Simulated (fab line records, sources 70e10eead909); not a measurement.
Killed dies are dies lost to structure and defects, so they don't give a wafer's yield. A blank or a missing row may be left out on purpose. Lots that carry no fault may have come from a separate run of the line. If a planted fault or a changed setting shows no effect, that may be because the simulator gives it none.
Chamber matching ; flow nand_harc ; pecvd-02 running NHARC_P_M0_DEP_32: 3 sister chambers
The step deposits SiCN, target thk 30 nm. 6 wafers are shown with their chamber, then 10 later ones without.

WAFERS, EACH WITH ITS CHAMBER
wafer;chamber;heater_power_w (W);showerhead_vpp_V (V)
L089.4;0;492;1225
L091.4;2;600;1288
L091.5;1;702;1296
L091.6;0;492;1251
L093.2;1;690;1303
L093.3;2;552;1264

WAFERS MISSING THEIR CHAMBER
wafer;heater_power_w (W);showerhead_vpp_V (V)
L093.4;568;1285
L092.3;534;1258
L092.4;788;1313
L092.6;536;1269
L095.1;720;1313
L095.3;444;1283
L095.6;444;1243
L097.3;573;1245
L097.4;786;1262
L097.6;590;1260

WHICH CHAMBER EACH WENT THROUGH
wafer;from the rows above;in truth
L093.4;2;2
L092.3;can't be placed: 2 or 0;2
L092.4;1;1
L092.6;can't be placed: 2 or 0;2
L095.1;1;1
L095.3;0;0
L095.6;0;0
L097.3;can't be placed: 2 or 0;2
L097.4;1;1
L097.6;2;2
7 of 10 placed correctly. Cannot be placed on the basis of these rows: 3; the candidates contain the true chamber in 3. Wrongly placed: 0.
How it was worked out, from the rows above alone: a wafer's distance from a chamber is the root of the sum, over the readings, of the square of ((its reading less the chamber's mean) divided by the reading's scatter). The wafer belongs to the nearest chamber; if the next one is less than 2 further off, it can't be placed. Each chamber's mean is taken over the wafers shown for it. The scatter is the square root of a quotient: the sum, over the shown wafers, of each reading's squared deviation from its chamber's mean, divided by wafers minus chambers.
